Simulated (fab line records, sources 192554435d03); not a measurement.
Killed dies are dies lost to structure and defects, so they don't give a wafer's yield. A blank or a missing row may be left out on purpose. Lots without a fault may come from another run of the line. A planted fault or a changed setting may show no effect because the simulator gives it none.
fab line records | flow n5_finfet
record lots=5 wafers=15 last_day=18
route steps=1938 shown BEOL_M13@1714 BEOL_M14@1716
lots that met no fault: from a run of the same line without faults
start_h: hours from the record's first day to the start of the lot's first wafer shown | wait_h: hours since the lot's step before | " the same as in the row above | L1.1+2: a row that stands for several wafers | - no value, or no start given | * or withheld: withheld | < > ~ a bound
route shown NAME@n: a module of which the file shows steps, and the number in the route of the first | usual: mean/standard deviation of fault-free wafers | same: alike in all rows | chamber/n: place in a boat | sites: the reading at each site | _std_site: their standard deviation | _edge_site: outer sites' mean less inner sites' | radius_mm: how far each site lies from the wafer's centre | mask NAME#n: copy n | behind: the tool/chamber that last shaped the wafer | hold: why the lot was held/for how many hours/how that ended | device: the transistor (n, p or np) that didn't switch | end of line: the same wafers' tests at the end of the route | a step without rows: its recipe alone | killed: dies lost to structure and defects at the first sort, not the wafer's yield | map: a wafer's dies, x killed, . not, _ none there
set.NAME: the setting as run; set.NAME@STEP: as run at that earlier step | model.NAME: the simulator's own value behind a step, which no gauge read
lots at some steps of the route; a table a step, a row a wafer
services: from which hour (start_h, from the record's first day; less than 0 if before it) a tool's chamber was out of use, for how many hours, and why
## steps
# step N5_BEOL_M13_RS_MEAS_54
# recipe thk_meas_gauge=four-point-probe reads=Cu_of_BEOL_M13_ECD_47+Ta_of_BEOL_M13_SPUTTER_44+TaN_of_BEOL_M13_SPUTTER_43
# usual M13_RS=0.0446/0.00073
# columns lot.wafer tool chamber start_h wait_h M13_RS[ohm/sq]
L074.1 film_metro-01 - 253.55 0.0 0.0439
L074.2 " - " " 0.0453
L074.3 " - " " 0.0459
L081.1 film_metro-01 - 293.97 0.0 0.0451
L081.2 " - " " 0.0446
L081.4 " - " " 0.0445
L090.1 film_metro-01 - 355.62 0.0 0.0444
L090.2 " - " " 0.0437
L090.6 " - " " 0.0443
L095.1 film_metro-01 - 386.69 0.0 0.0438
L095.2 " - " " 0.0450
L095.6 " - " " 0.0439
L096.2 film_metro-01 - 409.16 0.1 0.0443
L096.4 " - " " 0.0451
L096.5 " - " " 0.0441
# step N5_BEOL_M13_INSPECT_55
# recipe inspect_instrument=darkfield mode=post_dep
# usual raw_defect_count=64/22
# columns lot.wafer tool chamber start_h wait_h raw_defect_count
L074.1 defect_inspect-01 - 253.58 0.0 53
L074.2 " - " " 80
L074.3 " - " " 31
L081.1 defect_inspect-01 - 293.99 0.0 49
L081.2 " - " " 74
L081.4 " - " " 91
L090.1 defect_inspect-01 - 355.65 0.0 48
L090.2 " - " " 65
L090.6 " - " " 62
L095.1 defect_inspect-02 - 386.71 0.0 21
L095.2 " - " " 41
L095.6 " - " " 34
L096.2 defect_inspect-01 - 409.18 0.0 71
L096.4 " - " " 69
L096.5 " - " " 94
# step N5_BEOL_M14_ILD_DEP_00
# recipe material=SiO2 target_thk_a=11193 temp_c=400 precursor=TEOS/O2 pressure_torr=6.5 rf_w=900 teos_flow_sccm=161.4 gas=O2 flow_sccm=2650 time_s=237.4
# usual heater_power_w=548/80 rf_fwd_power_W=897.2/2.9 showerhead_plenum_p_Torr=8.33/0.031 throttle_valve_pct=18.6/1.3
# columns lot.wafer tool chamber start_h wait_h heater_power_w rf_fwd_power_W showerhead_plenum_p_Torr since_wet_clean_h throttle_valve_pct
L074.1 pecvd-02 1 253.61 0.0 654 891.0 8.33 1683 18.1
L074.2 " 2 " " 471 897.4 8.29 204 17.5
L074.3 " 0 " " 622 895.2 8.36 958 18.0
L081.1 pecvd-01 0 294.03 0.0 432 895.2 8.34 1179 19.9
L081.2 " 2 " " 544 895.5 8.28 423 17.3
L081.4 " 1 " " 504 899.8 8.31 - 18.9
L090.1 pecvd-01 2 355.69 0.0 609 900.1 8.28 485 17.7
L090.2 " 0 " " 500 896.5 8.31 1241 19.7
L090.6 " 2 " " 644 895.1 8.31 - 17.5
L095.1 pecvd-01 0 386.75 0.0 473 900.3 8.33 1272 19.8
L095.2 " 2 " " 650 895.8 8.28 516 17.8
L095.6 " 0 " " 523 900.5 8.32 - 20.0
L096.2 pecvd-03 2 409.22 0.0 544 891.4 8.35 722 16.9
L096.4 " 2 " " 623 891.4 8.34 - 17.2
L096.5 " 0 " " 507 898.5 8.39 - 21.4
# step N5_BEOL_M14_THK_MEAS_01
# recipe reads=SiO2_of_BEOL_M14_ILD_DEP_00
# usual M14_ILD_THK=1117/13
# columns lot.wafer tool chamber start_h wait_h M14_ILD_THK[nm]
L074.1 film_metro-01 - 253.80 0.1 1115
L074.2 " - " " 1114
L074.3 " - " " 1129
L081.1 film_metro-02 - 294.22 0.1 1102
L081.2 " - " " 1123
L081.4 " - " " 1142
L090.1 film_metro-02 - 355.87 0.1 1116
L090.2 " - " " 1104
L090.6 " - " " 1129
L095.1 film_metro-02 - 386.94 0.1 1104
L095.2 " - " " 1117
L095.6 " - " " 1120
L096.2 film_metro-01 - 409.49 0.2 1123
L096.4 " - " " 1127
L096.5 " - " " 1109
# step N5_BEOL_M14_COAT_58
# recipe resist=BARC temp_c=205 time_s=60 spin_rpm=1500 resist_thk_nm=89
# columns lot.wafer tool chamber start_h wait_h
L074.1+2+3 litho_track-04 0 253.84 0.0
L081.1+2+4 litho_track-05 0 294.25 0.0
L090.1+2+6 litho_track-04 0 355.91 0.0
L095.1+2+6 litho_track-03 0 386.97 0.0
L096.2+4+5 litho_track-03 0 409.52 0.0
# step N5_BEOL_M14_COAT_04
# recipe spin_rpm=1704 resist_thk_nm=800
# columns lot.wafer tool chamber start_h wait_h
L074.1+2+3 litho_track-04 0 - -
L081.1+2+4 litho_track-05 0 - -
L090.1+2+6 litho_track-04 0 - -
L095.1+2+6 litho_track-03 0 - -
L096.2+4+5 litho_track-03 0 - -
# step N5_BEOL_M14_EBR_06
# recipe solvent=PGMEA ebr_width_mm=1.5
# columns lot.wafer tool chamber start_h wait_h
L074.1+2+3 litho_track-04 0 - -
L081.1+2+4 litho_track-05 0 - -
L090.1+2+6 litho_track-04 0 - -
L095.1+2+6 litho_track-03 0 - -
L096.2+4+5 litho_track-03 0 - -
# step N5_BEOL_M14_SOFTBAKE_05
# recipe temp_c=130 time_s=60
# columns lot.wafer tool chamber start_h wait_h
L074.1+2+3 litho_track-04 0 - -
L081.1+2+4 litho_track-05 0 - -
L090.1+2+6 litho_track-04 0 - -
L095.1+2+6 litho_track-03 0 - -
L096.2+4+5 litho_track-03 0 - -
# step N5_BEOL_M14_EXPOSE_07
# recipe mask_id=V13 na=0.8 source_shape=annular sigma_inner=0.5 sigma_outer=0.8 polarization=unpolarized attpsm_phase_deg=180 dose_mj=57
# usual exposure_dose_mJ_cm2=56.99/0.051
# columns lot.wafer tool chamber start_h wait_h mask exposure_dose_mJ_cm2
L074.1 krf_scanner-01 0 253.94 - V13#0 56.96
L074.2 " 0 " " V13#0 57.03
L074.3 " 0 " " V13#0 56.96
L081.1 krf_scanner-01 0 294.48 - V13#0 56.91
L081.2 " 0 " " V13#0 56.97
L081.4 " 0 " " V13#0 56.94
L090.1 krf_scanner-01 0 356.13 - V13#0 56.98
L090.2 " 0 " " V13#0 56.98
L090.6 " 0 " " V13#0 56.95
L095.1 krf_scanner-01 0 387.07 - V13#0 56.88
L095.2 " 0 " " V13#0 57.06
L095.6 " 0 " " V13#0 56.92
L096.2 krf_scanner-01 0 409.75 - V13#0 56.96
L096.4 " 0 " " V13#0 57.04
L096.5 " 0 " " V13#0 56.94
# step N5_BEOL_M14_PEB_08
# recipe peb_temp_c=130 peb_time_s=90
# columns lot.wafer tool chamber start_h wait_h
L074.1+2+3 litho_track-04 0 254.00 0.1
L081.1+2+4 litho_track-05 0 294.54 0.1
L090.1+2+6 litho_track-04 0 356.19 0.1
L095.1+2+6 litho_track-03 0 387.13 0.1
L096.2+4+5 litho_track-04 0 409.80 0.0
# step N5_BEOL_M14_DEVELOP_09
# recipe develop_time_s=45 rinse_liquid=diw dry=air_spin dev_temp_c=21
# same develop_time_s=45
# columns lot.wafer tool chamber start_h wait_h
L074.1+2+3 litho_track-04 0 - -
L081.1+2+4 litho_track-05 0 - -
L090.1+2+6 litho_track-04 0 - -
L095.1+2+6 litho_track-03 0 - -
L096.2+4+5 litho_track-04 0 - -
# step N5_BEOL_M14_HARDBAKE_14
# recipe temp_c=130 time_s=120
# columns lot.wafer tool chamber start_h wait_h
L074.1+2+3 litho_track-04 0 - -
L081.1+2+4 litho_track-05 0 - -
L090.1+2+6 litho_track-04 0 - -
L095.1+2+6 litho_track-03 0 - -
L096.2+4+5 litho_track-04 0 - -
# step N5_BEOL_M14_CD_MEAS_10
# recipe target_cd_nm=250 landing_energy_ev=500 detector=se_inlens polarity=opening
# usual cd_nm=249.8/1.6
# columns lot.wafer tool chamber start_h wait_h cd_nm
L074.1 cd_sem-01 0 254.12 - 252.7
L074.2 " 0 " " 250.3
L074.3 " 0 " " 251.3
L081.1 cd_sem-02 0 294.65 - 249.4
L081.2 " 0 " " 247.1
L081.4 " 0 " " 251.5
L090.1 cd_sem-01 0 356.31 - 250.9
L090.2 " 0 " " 249.8
L090.6 " 0 " " 248.9
L095.1 cd_sem-03 0 387.24 - 246.9
L095.2 " 0 " " 248.6
L095.6 " 0 " " 249.0
L096.2 cd_sem-02 0 409.92 - 250.4
L096.4 " 0 " " 251.1
L096.5 " 0 " " 249.3
# step N5_BEOL_M14_OVL_MEAS_11
# recipe points_per_wafer=44
# usual V13_OVL=2/5.3
# columns lot.wafer tool chamber start_h wait_h V13_OVL[nm]
L074.1 overlay-02 0 254.15 0.0 4
L074.2 " 0 " " -6
L074.3 " 0 " " 5
L081.1 overlay-01 0 294.68 0.0 -3
L081.2 " 0 " " 2
L081.4 " 0 " " -2
L090.1 overlay-02 0 356.34 0.0 -3
L090.2 " 0 " " -11
L090.6 " 0 " " -8
L095.1 overlay-01 0 387.27 0.0 -8
L095.2 " 0 " " -3
L095.6 " 0 " " 0
L096.2 overlay-01 0 409.96 0.0 3
L096.4 " 0 " " -1
L096.5 " 0 " " -1
# step N5_BEOL_M14_INSPECT_12
# recipe mode=adi inspect_instrument=macro
# usual raw_defect_count=2.0/1.4
# columns lot.wafer tool chamber start_h wait_h raw_defect_count
L074.1 defect_inspect-02 - 254.17 0.0 4
L074.2 " - " " 1
L074.3 " - " " 2
L081.1 defect_inspect-02 - 294.71 0.0 2
L081.2 " - " " 5
L081.4 " - " " 4
L090.1 defect_inspect-02 - 356.36 0.0 3
L090.2 " - " " 3
L090.6 " - " " 0
L095.1 defect_inspect-02 - 387.30 0.0 1
L095.2 " - " " 3
L095.6 " - " " 2
L096.2 defect_inspect-01 - 409.98 0.0 4
L096.4 " - " " 3
L096.5 " - " " 1
# step N5_BEOL_M14_DESCUM_15
# recipe chemistry=O2 time_s=7.9 source_power_w=50 bias_power_w=20 pressure_mtorr=20 rf_frequency_hz=2.712e+07 temp_c=40 o2_flow_sccm=225
# usual chamber_pressure_mTorr=20.000/0.018 drypump_motor_current_A=5.7/0.48 oes_product_au=0.83/0.073 rf_fwd_power_W=49.38/0.21 rf_vpp_V=243.7/1.1 showerhead_plenum_p_Torr=2.12/0.054 throttle_valve_pct=20.30/0.26
# columns lot.wafer tool chamber start_h wait_h chamber_pressure_mTorr drypump_motor_current_A oes_product_au rf_fwd_power_W rf_hours_counter_h rf_vpp_V showerhead_plenum_p_Torr throttle_valve_pct
L074.1 rie_diel-04 1 254.46 0.3 20.005 5.6 0.76 49.09 148 242.7 2.09 20.24
L074.2 " 0 " " 19.959 6.7 0.83 49.46 83 245.5 2.21 20.19
L074.3 " 3 " " 19.952 4.9 0.82 49.24 118 243.0 2.00 20.43
L081.1 rie_diel-04 3 294.86 0.1 20.021 4.9 0.79 49.67 132 241.3 2.00 20.43
L081.2 " 0 " " 19.999 6.7 0.81 49.54 96 244.0 2.20 20.18
L081.4 " 2 " " 19.997 4.9 0.85 49.54 60 242.0 2.12 20.46
L090.1 rie_diel-05 2 356.39 0.0 19.992 5.9 0.91 49.26 11 244.4 2.16 19.87
L090.2 " 1 " " 20.009 6.1 0.92 49.53 10 244.3 2.15 20.42
L090.6 " 0 " " 19.980 5.5 0.71 49.88 - 244.4 2.16 20.58
L095.1 rie_diel-05 0 387.33 0.0 19.999 5.6 0.71 49.40 248 243.2 2.16 20.60
L095.2 " 3 " " 20.036 6.1 0.95 49.91 5 243.3 2.16 20.17
L095.6 " 2 " " 19.990 5.9 0.89 49.36 - 245.3 2.16 19.90
L096.2 rie_diel-01 3 410.03 0.0 20.001 5.7 0.78 49.15 121 244.7 2.09 20.73
L096.4 " 2 " " 19.996 5.8 0.85 49.26 73 243.0 2.10 19.93
L096.5 " 3 " " 20.003 5.7 0.79 49.09 - 243.6 2.09 20.72
# step N5_BEOL_M14_ETCH_59
# recipe chemistry=N2/H2 target=BARC target_depth_a=890 overetch_a=267 time_s=67.9 ion_energy_ev=200 pressure_mtorr=30 source_w=840 bias_w=150 n2_flow_sccm=200 h2_flow_sccm=200
# usual chamber_pressure_mTorr=30.000/0.028 drypump_motor_current_A=5.7/0.48 oes_product_au=0.71/0.061 rf_fwd_power_W=832.8/2.9 rf_vpp_V=524.8/1.9 showerhead_plenum_p_Torr=2.57/0.059 throttle_valve_pct=17.7/0.31
# columns lot.wafer tool chamber start_h wait_h chamber_pressure_mTorr drypump_motor_current_A oes_product_au rf_fwd_power_W rf_hours_counter_h rf_vpp_V showerhead_plenum_p_Torr throttle_valve_pct
L074.1 rie_diel-04 1 254.50 0.0 29.969 5.6 0.64 832.7 148 525.0 2.53 17.6
L074.2 " 0 " " 30.024 6.7 0.70 832.1 83 527.6 2.66 17.4
L074.3 " 3 " " 30.002 4.9 0.68 837.0 118 521.1 2.44 18.0
L081.1 rie_diel-04 3 294.89 0.0 29.972 4.9 0.66 834.0 132 520.2 2.44 18.0
L081.2 " 0 " " 29.967 6.7 0.69 834.7 96 527.8 2.66 17.4
L081.4 " 2 " " 30.005 5.0 0.73 834.3 60 524.9 2.58 18.0
L090.1 rie_diel-05 2 356.43 0.0 30.006 5.9 0.77 830.7 11 524.7 2.59 17.1
L090.2 " 1 " " 30.048 6.0 0.79 831.3 10 526.0 2.60 17.7
L090.6 " 0 " " 29.982 5.6 0.61 832.0 - 526.4 2.62 18.0
L095.1 rie_diel-05 0 387.37 0.0 30.017 5.6 0.60 830.3 248 525.5 2.62 18.0
L095.2 " 3 " " 30.011 6.1 0.81 837.2 5 526.5 2.61 17.6
L095.6 " 2 " " 30.006 5.9 0.75 828.5 - 526.5 2.59 17.1
L096.2 rie_diel-01 3 410.06 0.0 30.029 5.7 0.67 832.0 121 525.3 2.55 18.2
L096.4 " 2 " " 29.977 5.8 0.72 831.2 73 525.0 2.58 17.5
L096.5 " 3 " " 29.946 5.7 0.68 831.8 - 525.0 2.55 18.2
# step N5_BEOL_M14_VIA_ETCH_16
# recipe chemistry=C4F8/O2/Ar target=SiO2 he_inner_torr=15 he_outer_torr=30 target_depth_a=12313 time_s=withheld ion_energy_ev=800 pressure_mtorr=20 source_w=1905 bias_w=2040 Ar_flow_sccm=400 C4F8_flow_sccm=16 O2_flow_sccm=12 ends=cleared
# usual chamber_pressure_mTorr=20.000/0.017 drypump_motor_current_A=5.7/0.48 oes_product_au=0.75/0.065 rf_fwd_power_W=1899/6.1 rf_vpp_V=2249/30 showerhead_plenum_p_Torr=3.48/0.066 throttle_valve_pct=30.7/0.33
# columns lot.wafer tool chamber start_h wait_h chamber_pressure_mTorr drypump_motor_current_A oes_product_au rf_fwd_power_W rf_vpp_V showerhead_plenum_p_Torr throttle_valve_pct
L074.1 rie_diel-04 1 254.55 0.0 19.985 5.7 0.68 1898 2198 3.44 30.7
L074.2 " 0 " " 20.009 6.7 0.74 1911 2235 3.59 30.5
L074.3 " 3 " " 20.010 4.9 0.72 1907 2257 3.33 31.1
L081.1 rie_diel-04 3 294.94 0.0 19.974 4.9 0.72 1903 2256 3.32 31.1
L081.2 " 0 " " 19.995 6.7 0.74 1903 2235 3.58 30.5
L081.4 " 2 " " 19.999 5.0 0.77 1906 2220 3.48 30.9
L090.1 rie_diel-05 2 356.48 0.0 20.001 5.9 0.82 1898 2295 3.54 30.3
L090.2 " 1 " " 20.003 6.1 0.82 1905 2244 3.51 30.9
L090.6 " 0 " " 19.975 5.6 0.64 1908 2226 3.51 30.6
L095.1 rie_diel-05 0 387.42 0.0 19.964 5.6 0.63 1909 2226 3.50 30.6
L095.2 " 3 " " 19.974 6.1 0.85 1896 2242 3.51 30.5
L095.6 " 2 " " 20.040 5.9 0.79 1910 2294 3.53 30.3
L096.2 rie_diel-01 3 410.11 0.0 19.998 5.8 0.71 1896 2242 3.46 31.4
L096.4 " 2 " " 20.005 5.8 0.75 1900 2261 3.46 30.3
L096.5 " 3 " " 19.987 5.8 0.71 1892 2242 3.46 31.4
# step N5_BEOL_M14_STRIP_63
# recipe chemistry=O2 power_w=600 temp_c=60 pressure_mtorr=30 rf_frequency_hz=6e+07 bias_power_w=0 overash_fraction=0.3 o2_flow_sccm=225
# usual chamber_pressure_mTorr=30.01/0.047 drypump_motor_current_A=5.7/0.48 oes_product_au=0.83/0.073 rf_vpp_V=3.7/0.9 showerhead_plenum_p_Torr=2.12/0.054 throttle_valve_pct=16.54/0.25
# columns lot.wafer tool chamber start_h wait_h chamber_pressure_mTorr drypump_motor_current_A oes_product_au rf_hours_counter_h rf_vpp_V showerhead_plenum_p_Torr throttle_valve_pct
L074.1 rie_diel-04 1 - - 30.03 5.7 0.76 148 4.1 2.09 16.54
L074.2 " 0 " " 29.95 6.7 0.82 83 2.6 2.21 16.40
L074.3 " 3 " " 30.10 4.9 0.81 118 3.5 2.00 16.69
L081.1 rie_diel-04 3 - - 30.00 4.9 0.80 132 2.4 2.00 16.70
L081.2 " 0 " " 30.04 6.7 0.81 96 3.5 2.21 16.44
L081.4 " 2 " " 30.07 5.0 0.85 60 3.7 2.12 16.70
L090.1 rie_diel-05 2 - - 30.06 5.9 0.91 11 3.6 2.16 16.12
L090.2 " 1 " " 30.07 6.0 0.93 11 6.0 2.15 16.59
L090.6 " 0 " " 30.03 5.5 0.70 - 3.8 2.17 16.85
L095.1 rie_diel-05 0 - - 30.02 5.6 0.71 248 3.9 2.16 16.91
L095.2 " 3 " " 30.00 6.1 0.93 6 2.4 2.16 16.43
L095.6 " 2 " " 30.07 5.9 0.88 - 3.9 2.16 16.16
L096.2 rie_diel-01 3 - - 30.05 5.7 0.79 122 3.4 2.10 16.92
L096.4 " 2 " " 29.97 5.8 0.85 74 3.9 2.11 16.24
L096.5 " 3 " " 29.91 5.7 0.79 - 2.8 2.10 16.90
# step N5_BEOL_M14_STRIP_64
# recipe chemistry=O2 power_w=600 temp_c=60 pressure_mtorr=30 rf_frequency_hz=6e+07 bias_power_w=0 overash_fraction=0.3 o2_flow_sccm=225
# usual chamber_pressure_mTorr=30.003/0.029 drypump_motor_current_A=5.7/0.48 oes_product_au=0.83/0.074 rf_vpp_V=3.7/0.49 showerhead_plenum_p_Torr=2.12/0.054 throttle_valve_pct=16.54/0.24
# columns lot.wafer tool chamber start_h wait_h chamber_pressure_mTorr drypump_motor_current_A oes_product_au rf_hours_counter_h rf_vpp_V showerhead_plenum_p_Torr throttle_valve_pct
L074.1 rie_diel-04 1 - - 30.016 5.7 0.76 148 3.4 2.09 16.53
L074.2 " 0 " " 29.977 6.7 0.83 83 3.4 2.21 16.42
L074.3 " 3 " " 30.030 4.9 0.81 118 3.6 2.00 16.68
L081.1 rie_diel-04 3 - - 30.024 4.9 0.80 132 3.8 2.00 16.69
L081.2 " 0 " " 29.992 6.7 0.82 96 3.9 2.20 16.43
L081.4 " 2 " " 30.009 5.0 0.85 60 3.4 2.12 16.68
L090.1 rie_diel-05 2 - - 29.955 5.9 0.91 11 4.3 2.16 16.13
L090.2 " 1 " " 29.998 6.0 0.92 11 4.5 2.16 16.57
L090.6 " 0 " " 30.018 5.6 0.71 - 3.6 2.17 16.86
L095.1 rie_diel-05 0 - - 30.018 5.5 0.70 248 3.6 2.16 16.89
L095.2 " 3 " " 29.999 6.1 0.94 6 3.8 2.16 16.39
L095.6 " 2 " " 30.050 5.9 0.89 - 4.3 2.16 16.15
L096.2 rie_diel-01 3 - - 30.017 5.7 0.77 122 3.8 2.10 16.92
L096.4 " 2 " " 29.990 5.8 0.85 74 3.5 2.11 16.22
L096.5 " 3 " " 29.978 5.7 0.78 - 3.7 2.10 16.91
# step N5_BEOL_M14_STRIP_71
# recipe chemistry=post_etch_residue_remover time_s=60 temp_c=25 remover_ph=withheld remover_water_wt_pct=withheld remover_fluoride_wt_pct=withheld
# columns lot.wafer tool chamber start_h wait_h
L074.1+2+3 wet_bench-04 5,0,4 254.84 -
L081.1+2+4 wet_bench-03 6,0,1 295.23 -
L090.1+2+6 wet_bench-01 2,6,1 356.77 -
L095.1+2+6 wet_bench-01 7,4,6 387.71 -
L096.2+4+5 wet_bench-03 1,3,7 410.40 -
# step N5_BEOL_M14_SRD_72
# recipe time_s=30 temp_c=23 rinse_liquid=diw dry=n2_spin spin_rpm=1500 dry_time_s=30
# same dry_time_s=30
# columns lot.wafer tool chamber start_h wait_h
L074.1+2+3 wet_bench-04 5,0,4 254.86 0.0
L081.1+2+4 wet_bench-03 6,0,1 295.25 0.0
L090.1+2+6 wet_bench-01 2,6,1 356.79 0.0
L095.1+2+6 wet_bench-01 7,4,6 387.73 0.0
L096.2+4+5 wet_bench-03 1,3,7 410.42 0.0
# step N5_BEOL_M14_CD_MEAS_17
# recipe target_cd_nm=250 polarity=opening
# usual cd_nm=250.7/1.9
# columns lot.wafer tool chamber start_h wait_h cd_nm
L074.1 cd_sem-01 - 254.90 0.0 253.4
L074.2 " - " " 251.2
L074.3 " - " " 253.3
L081.1 cd_sem-01 - 295.29 0.0 251.4
L081.2 " - " " 248.7
L081.4 " - " " 252.7
L090.1 cd_sem-01 - 356.83 0.0 250.3
L090.2 " - " " 249.3
L090.6 " - " " 248.5
L095.1 cd_sem-02 - 387.77 0.0 245.7
L095.2 " - " " 251.4
L095.6 " - " " 248.5
L096.2 cd_sem-03 - 410.46 0.0 252.9
L096.4 " - " " 251.6
L096.5 " - " " 252.6
# step N5_BEOL_M14_COAT_65
# recipe resist=SOC temp_c=250 time_s=60 spin_rpm=1500 resist_thk_nm=450
# columns lot.wafer tool chamber start_h wait_h
L074.1+2+3 litho_track-05 0 254.93 0.0
L081.1+2+4 litho_track-03 0 295.33 0.0
L090.1+2+6 litho_track-03 0 356.87 0.0
L095.1+2+6 litho_track-05 0 389.13 1.4
L096.2+4+5 litho_track-04 0 410.50 0.0
# step N5_BEOL_M14_COAT_66
# recipe resist=SiARC temp_c=220 time_s=60 spin_rpm=1500 resist_thk_nm=110
# columns lot.wafer tool chamber start_h wait_h
L074.1+2+3 litho_track-05 0 - -
L081.1+2+4 litho_track-03 0 - -
L090.1+2+6 litho_track-03 0 - -
L095.1+2+6 litho_track-05 0 - -
L096.2+4+5 litho_track-04 0 - -
# step N5_BEOL_M14_COAT_22
# recipe spin_rpm=2888 resist_thk_nm=300
# columns lot.wafer tool chamber start_h wait_h
L074.1+2+3 litho_track-05 0 - -
L081.1+2+4 litho_track-03 0 - -
L090.1+2+6 litho_track-03 0 - -
L095.1+2+6 litho_track-05 0 - -
L096.2+4+5 litho_track-04 0 - -
# step N5_BEOL_M14_EBR_24
# recipe solvent=PGMEA ebr_width_mm=1.5
# columns lot.wafer tool chamber start_h wait_h
L074.1+2+3 litho_track-05 0 - -
L081.1+2+4 litho_track-03 0 - -
L090.1+2+6 litho_track-03 0 - -
L095.1+2+6 litho_track-05 0 - -
L096.2+4+5 litho_track-04 0 - -
# step N5_BEOL_M14_SOFTBAKE_23
# recipe temp_c=130 time_s=60
# columns lot.wafer tool chamber start_h wait_h
L074.1+2+3 litho_track-05 0 - -
L081.1+2+4 litho_track-03 0 - -
L090.1+2+6 litho_track-03 0 - -
L095.1+2+6 litho_track-05 0 - -
L096.2+4+5 litho_track-04 0 - -
# step N5_BEOL_M14_EXPOSE_25
# recipe mask_id=M14 na=0.8 source_shape=annular sigma_inner=0.5 sigma_outer=0.8 polarization=unpolarized target_cd_nm=280 dose_mj=26.6
# usual exposure_dose_mJ_cm2=26.599/0.027
# columns lot.wafer tool chamber start_h wait_h mask exposure_dose_mJ_cm2
L074.1 krf_scanner-02 0 255.05 - M14#0 26.619
L074.2 " 0 " " M14#0 26.625
L074.3 " 0 " " M14#0 26.618
L081.1 krf_scanner-02 0 295.45 - M14#0 26.583
L081.2 " 0 " " M14#0 26.571
L081.4 " 0 " " M14#0 26.586
L090.1 krf_scanner-02 0 357.11 - M14#0 26.602
L090.2 " 0 " " M14#0 26.606
L090.6 " 0 " " M14#0 26.622
L095.1 krf_scanner-01 0 389.27 - M14#0 26.552
L095.2 " 0 " " M14#0 26.552
L095.6 " 0 " " M14#0 26.563
L096.2 krf_scanner-02 0 410.62 - M14#0 26.608
L096.4 " 0 " " M14#0 26.619
L096.5 " 0 " " M14#0 26.602
# step N5_BEOL_M14_PEB_26
# recipe peb_temp_c=130 peb_time_s=90
# columns lot.wafer tool chamber start_h wait_h
L074.1+2+3 litho_track-05 0 255.11 0.1
L081.1+2+4 litho_track-03 0 295.50 0.1
L090.1+2+6 litho_track-03 0 357.17 0.1
L095.1+2+6 litho_track-04 0 389.32 0.1
L096.2+4+5 litho_track-05 0 410.67 0.0
# step N5_BEOL_M14_DEVELOP_27
# recipe develop_time_s=45 rinse_liquid=diw dry=air_spin dev_temp_c=21
# same develop_time_s=45
# columns lot.wafer tool chamber start_h wait_h
L074.1+2+3 litho_track-05 0 - -
L081.1+2+4 litho_track-03 0 - -
L090.1+2+6 litho_track-03 0 - -
L095.1+2+6 litho_track-04 0 - -
L096.2+4+5 litho_track-05 0 - -
# step N5_BEOL_M14_HARDBAKE_32
# recipe temp_c=130 time_s=120
# columns lot.wafer tool chamber start_h wait_h
L074.1+2+3 litho_track-05 0 - -
L081.1+2+4 litho_track-03 0 - -
L090.1+2+6 litho_track-03 0 - -
L095.1+2+6 litho_track-04 0 - -
L096.2+4+5 litho_track-05 0 - -
# step N5_BEOL_M14_CD_MEAS_28
# recipe target_cd_nm=284.4 landing_energy_ev=500 detector=se_inlens
# usual cd_nm=284.9/1.6
# columns lot.wafer tool chamber start_h wait_h cd_nm
L074.1 cd_sem-03 0 255.22 - 284.5
L074.2 " 0 " " 285.9
L074.3 " 0 " " 287.2
L081.1 cd_sem-02 0 295.62 - 283.9
L081.2 " 0 " " 287.2
L081.4 " 0 " " 283.2
L090.1 cd_sem-01 0 357.28 - 285.2
L090.2 " 0 " " 284.3
L090.6 " 0 " " 284.9
L095.1 cd_sem-01 0 389.44 - 284.9
L095.2 " 0 " " 287.0
L095.6 " 0 " " 288.4
L096.2 cd_sem-03 0 410.79 - 285.8
L096.4 " 0 " " 285.0
L096.5 " 0 " " 283.0
# step N5_BEOL_M14_OVL_MEAS_29
# recipe points_per_wafer=44
# usual M14_OVL=-2/5.1
# columns lot.wafer tool chamber start_h wait_h M14_OVL[nm]
L074.1 overlay-01 0 255.25 0.0 4
L074.2 " 0 " " 8
L074.3 " 0 " " 4
L081.1 overlay-02 0 295.65 0.0 4
L081.2 " 0 " " 0
L081.4 " 0 " " 2
L090.1 overlay-01 0 357.31 0.0 -6
L090.2 " 0 " " -7
L090.6 " 0 " " 1
L095.1 overlay-01 0 389.47 0.0 1
L095.2 " 0 " " -11
L095.6 " 0 " " -5
L096.2 overlay-02 0 410.82 0.0 -1
L096.4 " 0 " " -1
L096.5 " 0 " " 0
# step N5_BEOL_M14_INSPECT_30
# recipe mode=adi inspect_instrument=macro
# usual raw_defect_count=1.9/1.5
# columns lot.wafer tool chamber start_h wait_h raw_defect_count
L074.1 defect_inspect-01 - 255.28 0.0 1
L074.2 " - " " 2
L074.3 " - " " 1
L081.1 defect_inspect-01 - 295.67 0.0 3
L081.2 " - " " 0
L081.4 " - " " 1
L090.1 defect_inspect-02 - 357.33 0.0 1
L090.2 " - " " 1
L090.6 " - " " 2
L095.1 defect_inspect-02 - 389.49 0.0 2
L095.2 " - " " 2
L095.6 " - " " 1
L096.2 defect_inspect-01 - 410.84 0.0 4
L096.4 " - " " 5
L096.5 " - " " 3
## services
# columns tool chamber start_h hours kind
krf_scanner-02 - 235.54 0.9 repair
krf_scanner-02 - 247.85 1.0 repair
wet_bench-03 - 264.80 1.9 pm
rie_diel-04 1 265.53 7.1 repair
krf_scanner-01 - 272.85 1.3 pm
krf_scanner-01 - 275.63 3.2 repair
krf_scanner-02 - 278.87 4.0 pm
krf_scanner-01 - 285.24 0.8 pm
krf_scanner-01 - 286.21 3.6 pm
rie_diel-05 - 290.29 1.3 repair
rie_diel-04 0 298.79 14.6 repair
wet_bench-03 - 303.04 2.7 repair
krf_scanner-02 - 303.23 1.3 pm
krf_scanner-01 - 309.35 1.0 pm
wet_bench-01 - 315.59 2.9 repair
krf_scanner-01 - 343.52 1.0 pm
rie_diel-01 - 356.84 0.7 repair
rie_diel-05 1 358.51 3.4 repair
rie_diel-04 2 360.37 9.1 repair
krf_scanner-01 - 373.07 0.9 repair
krf_scanner-01 - 387.45 1.7 repair
krf_scanner-01 - 397.13 4.0 pm
rie_diel-05 1 397.63 1.4 repair
krf_scanner-01 - 401.15 4.4 pm
## key
fault none
